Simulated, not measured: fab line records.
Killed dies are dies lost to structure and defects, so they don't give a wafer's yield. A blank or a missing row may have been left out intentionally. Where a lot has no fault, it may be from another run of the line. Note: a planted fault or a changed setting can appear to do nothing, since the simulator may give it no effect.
Chamber matching    flow n5 finfet    N5_BEOL_M5_CMP_52 on cmp-03 has 4 sister chambers
The step polishes, stops on SiCOH lowk, t overpolish 6.9 s, target thk 62 nm. 8 wafers are shown with their chamber, then 9 later ones without.

== EACH WAFER AND ITS CHAMBER ==
wafer   chamber  motor current A (A)  time to endpoint s (s)
L077.5  3        7.7                  63.4
L078.1  0        7.1                  63.2
L082.1  3        7.6                  65.1
L081.2  2        5.3                  60.1
L081.3  0        6.8                  60.2
L083.1  1        6.1                  61.9
L083.5  2        5.3                  63.1
L083.6  1        6.1                  62.7

== WAFERS MISSING THEIR CHAMBER ==
wafer   motor current A (A)  time to endpoint s (s)
L084.1  6.2                  63.2
L084.2  5.2                  66.6
L084.4  7.7                  63.4
L087.2  5.8                  66.8
L087.4  7.8                  70.1
L087.5  6.0                  66.1
L097.1  5.4                  64.5
L097.2  6.9                  61.3
L097.5  6.6                  63.6

== THE CHAMBER EACH PASSED THROUGH ==
wafer   from the rows above      in truth
L084.1  1                        1
L084.2  2                        2
L084.4  3                        3
L087.2  can't be placed: 1 or 2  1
L087.4  3                        3
L087.5  1                        1
L097.1  2                        2
L097.2  0                        0
L097.5  can't be placed: 0 or 1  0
Correct placement for 7 of the 9. These rows do not allow placing 2 (true chamber among the candidates in 2). Number placed wrongly: 0.
How it was worked out, from the rows above alone: a wafer's distance from a chamber is the root of the sum, over the readings, of the square of ((its reading less the chamber's mean) divided by the reading's scatter). The wafer belongs to the nearest chamber; if the next one is less than 2 further off, it can't be placed. Each chamber's mean is taken over the wafers shown for it. How the scatter is found: for the shown wafers, subtract from each reading the mean of its chamber, square and add these, divide the total by (wafers less chambers), then take the root.
